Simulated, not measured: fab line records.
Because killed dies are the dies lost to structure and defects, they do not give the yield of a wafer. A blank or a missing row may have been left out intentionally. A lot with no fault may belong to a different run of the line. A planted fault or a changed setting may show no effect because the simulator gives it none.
fab line records    flow nand-harc    part 2 of 2: steps 25 to 39 of 39
[record] lots = 5  wafers = 15  last-day = 33
route steps=1302 shown A_BLC@1108 A_M0@1137
lots that met no fault: taken from a fault-free run of the same line
start-h: hours from the record's first day to the start of the lot's first wafer shown    wait-h: how many hours have passed since the lot's step before this one    " same as the row above    L1.1+2: a single row standing in for several wafers    - no value, or no start was given    * or withheld: withheld    < > ~ a bound
route shown NAME@n: names a module that has steps shown in the file, with the first one's number in the route    usual: mean and standard deviation over wafers with no fault    same: alike in all rows    chamber/n: place in a boat    sites: readings site by site    _std_site: how widely they spread, as a standard deviation    _edge_site: outer sites' mean less inner sites'    radius-mm: how far each site lies from the wafer's centre    mask NAME#n: copy n    behind: the last tool/chamber to shape the wafer    hold: reason for holding the lot/hours on hold/outcome of the hold    device: which transistor (n, p or np) failed to switch    end of line: the route-end tests of the same wafers    a step without rows: its recipe alone    killed: the dies lost at the first sort to structure and to defects; this is not the yield of the wafer    map: the dies of a wafer, with x for killed, . for not killed, _ for no die there
set.NAME: setting as actually run; set.NAME@STEP: the setting as run at that earlier step    model.NAME: the simulator's own value behind a step, which no gauge read
lots at selected steps of the route; one table per step, one row per wafer
services: when a tool's chamber went out of use (start-h, in hours from the record's first day, below 0 if earlier), for how many hours, and the reason
[[steps]]
[step NHARC_A_BLC_CVD_24]
[recipe] target-thk-a = 1500  temp-c = 300  pressure-torr = 40  wf6-flow-sccm = 40  h2-flow-sccm = 1600  ar-flow-sccm = 1560  time-s = 434  material = W
[usual] heater-power-w = 483/18  throttle-valve-pct = 7.89/0.19
lot.wafer  tool      chamber  start-h  wait-h  heater-power-w  throttle-valve-pct
L081.1     cvd-w-01  1        -        -       500             8.15
L081.3     "         0        "        "       497             7.58
L081.4     "         1        "        "       504             7.96
L083.1     cvd-w-01  0        -        -       494             7.66
L083.5     "         0        "        "       493             7.76
L083.6     "         1        "        "       510             7.89
L086.2     cvd-w-01  0        -        -       492             7.64
L086.1     "         1        "        "       510             8.07
L086.6     "         1        "        "       503             7.94
L085.1     cvd-w-02  1        -        -       478             8.28
L085.4     "         1        "        "       460             7.90
L085.5     "         1        "        "       475             7.78
L096.4     cvd-w-02  0        -        -       455             7.87
L096.6     "         0        "        "       462             7.90
L096.5     "         1        "        "       485             8.23
[step NHARC_A_BLC_CMP_25]
[recipe] t-overpolish-s = 30  target-thk-nm = 150
[usual] edge-zone-pressure-frac = 1.000/0.0051  motor-current-A = 11.9/1.1  overpolish-run-s = 29.999/0.0088  time-to-endpoint-s = 29.9/2.2
lot.wafer  tool    chamber  start-h  wait-h  edge-zone-pressure-frac  motor-current-A  overpolish-run-s  time-to-endpoint-s
L081.3     cmp-01  0        596.24   0.3     0.999                    13.1             29.992            32.4
L081.4     "       1        "        "       0.998                    14.2             29.989            28.5
L081.1     "       2        "        "       1.001                    13.2             29.998            29.4
L083.1     cmp-01  1        612.52   0.5     1.017                    13.2             30.000            32.0
L083.5     "       1        "        "       1.005                    14.0             29.982            33.1
L083.6     "       2        "        "       1.003                    12.5             29.993            33.6
L086.1     cmp-01  1        624.79   0.4     1.001                    14.2             30.004            28.4
L086.2     "       2        "        "       0.987                    13.0             30.006            31.7
L086.6     "       3        "        "       1.001                    12.3             30.002            30.9
L085.1     cmp-03  3        626.46   0.8     1.009                    11.8             29.987            30.4
L085.4     "       0        "        "       0.998                    10.3             29.999            27.7
L085.5     "       2        "        "       0.997                    10.4             29.988            28.0
L096.4     cmp-02  3        734.65   0.4     1.008                    11.2             29.990            31.1
L096.6     "       1        "        "       1.002                    11.4             30.001            29.9
L096.5     "       2        "        "       0.996                    10.4             29.991            25.7
[step NHARC_A_BLC_SRD_27]
lot.wafer   tool          chamber  start-h  wait-h
L081.1+4+3  wet-bench-05  5,6,0    596.57   0.0
L083.5+6+1  wet-bench-04  7,0,2    612.85   0.0
L086.1+6+2  wet-bench-07  4,6,1    625.06   0.0
L085.1+4+5  wet-bench-07  6,7,0    626.77   0.1
L096.6+4+5  wet-bench-04  4,6,1    734.92   0.0
[step NHARC_A_BLC_INSPECT_28]
[usual] raw-defect-count = 484/110
lot.wafer  tool               chamber  start-h  wait-h  raw-defect-count
L081.1     defect-inspect-02  -        596.64   0.1     420
L081.3     "                  -        "        "       721
L081.4     "                  -        "        "       500
L083.1     defect-inspect-02  -        612.95   0.1     366
L083.5     "                  -        "        "       502
L083.6     "                  -        "        "       537
L086.1     defect-inspect-02  -        625.14   0.1     404
L086.2     "                  -        "        "       419
L086.6     "                  -        "        "       436
L085.1     defect-inspect-02  -        626.84   0.1     478
L085.4     "                  -        "        "       544
L085.5     "                  -        "        "       593
L096.4     defect-inspect-01  -        735.00   0.1     411
L096.5     "                  -        "        "       515
L096.6     "                  -        "        "       457
[step NHARC_A_M0_DEP_00]
[recipe] target-thk-a = 1500  target-thk-nm = 150  temp-c = withheld  pressure-torr = 5  flow-sccm = 200  rf-w = 600  material = SiOC
lot.wafer   tool      chamber  start-h  wait-h
L081.3+1+4  pecvd-01  1,2,1    596.76   0.1
L083.1+5+6  pecvd-02  0,1,0    613.11   0.2
L086.1+2+6  pecvd-01  2,0,0    625.21   0.1
L085.1+4+5  pecvd-01  2        626.97   0.1
L096.6+4+5  pecvd-01  0,1,2    735.20   0.2
[step NHARC_A_M0_DEHYDRATE_01]
[recipe] temp-c = 150  time-s = 120
lot.wafer   tool            chamber  start-h  wait-h
L081.1+3+4  litho-track-04  0        597.12   -
L083.1+5+6  litho-track-04  0        613.42   -
L086.1+2+6  litho-track-06  0        625.74   0.5
L085.1+4+5  litho-track-01  0        627.45   0.4
L096.4+5+6  litho-track-06  0        735.47   -
[step NHARC_A_M0_HMDS_02]
[recipe] time-s = 30
lot.wafer   tool            chamber  start-h  wait-h
L081.1+3+4  litho-track-04  0        -        -
L083.1+5+6  litho-track-04  0        -        -
L086.1+2+6  litho-track-06  0        -        -
L085.1+4+5  litho-track-01  0        -        -
L096.4+5+6  litho-track-06  0        -        -
[step NHARC_A_M0_COAT_33]
[recipe] temp-c = 200  time-s = 65
lot.wafer   tool            chamber  start-h  wait-h
L081.1+3+4  litho-track-04  0        -        -
L083.1+5+6  litho-track-04  0        -        -
L086.1+2+6  litho-track-06  0        -        -
L085.1+4+5  litho-track-01  0        -        -
L096.4+5+6  litho-track-06  0        -        -
[step NHARC_A_M0_COAT_03]
[recipe] spin-rpm = 1500  resist-thk-nm = 90
lot.wafer   tool            chamber  start-h  wait-h
L081.1+3+4  litho-track-04  0        -        -
L083.1+5+6  litho-track-04  0        -        -
L086.1+2+6  litho-track-06  0        -        -
L085.1+4+5  litho-track-01  0        -        -
L096.4+5+6  litho-track-06  0        -        -
[step NHARC_A_M0_SOFTBAKE_04]
[recipe] temp-c = 105  time-s = 55
lot.wafer   tool            chamber  start-h  wait-h
L081.1+3+4  litho-track-04  0        -        -
L083.1+5+6  litho-track-04  0        -        -
L086.1+2+6  litho-track-06  0        -        -
L085.1+4+5  litho-track-01  0        -        -
L096.4+5+6  litho-track-06  0        -        -
[step NHARC_A_M0_EBR_05]
lot.wafer   tool            chamber  start-h  wait-h
L081.1+3+4  litho-track-04  0        -        -
L083.1+5+6  litho-track-04  0        -        -
L086.1+2+6  litho-track-06  0        -        -
L085.1+4+5  litho-track-01  0        -        -
L096.4+5+6  litho-track-06  0        -        -
[step NHARC_A_M0_EXPOSE_06]
[recipe] na = 1.35  target-cd-nm = 80  dose-mj = 83.25  mask-id = A_M0
[usual] focus-offset-nm = 0.1/0.54  reticle-temp-C = 23.01/0.11
lot.wafer  tool             chamber  start-h  wait-h  mask    focus-offset-nm  reticle-temp-C
L081.1     arfi-scanner-02  0        597.28   -       A_M0#0  -1.2             23.18
L081.3     "                0        "        "       A_M0#0  -0.3             23.01
L081.4     "                0        "        "       A_M0#0  -0.6             23.12
L083.1     arfi-scanner-02  0        613.59   -       A_M0#0  0.0              22.96
L083.5     "                0        "        "       A_M0#0  0.3              23.20
L083.6     "                0        "        "       A_M0#0  0.1              23.17
L086.1     arfi-scanner-03  0        626.03   -       A_M0#0  0.0              23.20
L086.2     "                0        "        "       A_M0#0  1.3              23.00
L086.6     "                0        "        "       A_M0#0  0.2              22.98
L085.1     arfi-scanner-03  0        627.61   -       A_M0#0  0.2              22.82
L085.4     "                0        "        "       A_M0#0  0.8              22.88
L085.5     "                0        "        "       A_M0#0  -0.8             22.80
L096.4     arfi-scanner-02  0        735.78   -       A_M0#0  0.5              22.87
L096.5     "                0        "        "       A_M0#0  0.6              22.91
L096.6     "                0        "        "       A_M0#0  0.6              23.02
[step NHARC_A_M0_PEB_07]
[recipe] peb-temp-c = 100  peb-time-s = 65
lot.wafer   tool            chamber  start-h  wait-h
L081.1+3+4  litho-track-06  0        597.34   0.1
L083.1+5+6  litho-track-06  0        613.65   0.1
L086.1+2+6  litho-track-01  0        626.09   0.1
L085.1+4+5  litho-track-06  0        627.67   0.1
L096.4+5+6  litho-track-04  0        735.83   0.0
[step NHARC_A_M0_DEVELOP_08]
[recipe] develop-time-s = 35  dev-temp-c = 23
lot.wafer   tool            chamber  start-h  wait-h
L081.1+3+4  litho-track-06  0        -        -
L083.1+5+6  litho-track-06  0        -        -
L086.1+2+6  litho-track-01  0        -        -
L085.1+4+5  litho-track-06  0        -        -
L096.4+5+6  litho-track-04  0        -        -
[step NHARC_A_M0_CD_MEAS_09]
[recipe] target-cd-nm = 80  landing-energy-ev = 500
[usual] cd-nm = 80.2/0.52
lot.wafer  tool       chamber  start-h  wait-h  cd-nm
L081.1     cd-sem-01  0        597.42   -       80.0
L081.3     "          0        "        "       80.3
L081.4     "          0        "        "       80.7
L083.1     cd-sem-03  0        613.73   -       80.6
L083.5     "          0        "        "       80.8
L083.6     "          0        "        "       80.0
L086.1     cd-sem-03  0        626.17   -       80.5
L086.2     "          0        "        "       80.3
L086.6     "          0        "        "       80.7
L085.1     cd-sem-01  0        627.75   -       81.3
L085.4     "          0        "        "       80.3
L085.5     "          0        "        "       80.5
L096.4     cd-sem-02  0        735.91   -       80.4
L096.5     "          0        "        "       80.4
L096.6     "          0        "        "       80.0
[[services]]
tool             chamber  start-h  hours  kind
cmp-01           -        577.57   4.0    pm
pvd-sputter-01   -        582.04   10.0   pm
cmp-01           -        593.78   1.9    repair
rie-diel-12      3        601.11   15.8   repair
arfi-scanner-03  -        610.49   0.2    repair
wet-bench-05     -        612.80   8.0    pm
pecvd-01         1        620.90   18.4   repair
rie-diel-12      -        622.40   9.0    pm
pvd-sputter-02   -        638.06   10.0   pm
pvd-sputter-01   -        638.48   5.0    repair
cmp-01           -        655.85   0.8    repair
arfi-scanner-02  -        658.53   4.0    pm
arfi-scanner-03  -        660.74   1.9    repair
pvd-sputter-01   -        672.18   4.0    repair
pecvd-01         -        673.25   13.0   pm
litho-track-01   -        680.00   7.0    pm
wet-bench-07     -        688.01   8.0    pm
litho-track-06   -        704.00   7.0    pm
arfi-scanner-03  -        707.28   1.3    repair
arfi-scanner-03  -        712.00   4.0    pm
pvd-sputter-02   -        713.26   3.9    repair
rie-diel-08      -        721.80   9.0    pm
litho-track-04   -        728.00   7.0    pm
arfi-scanner-02  -        730.74   0.4    repair
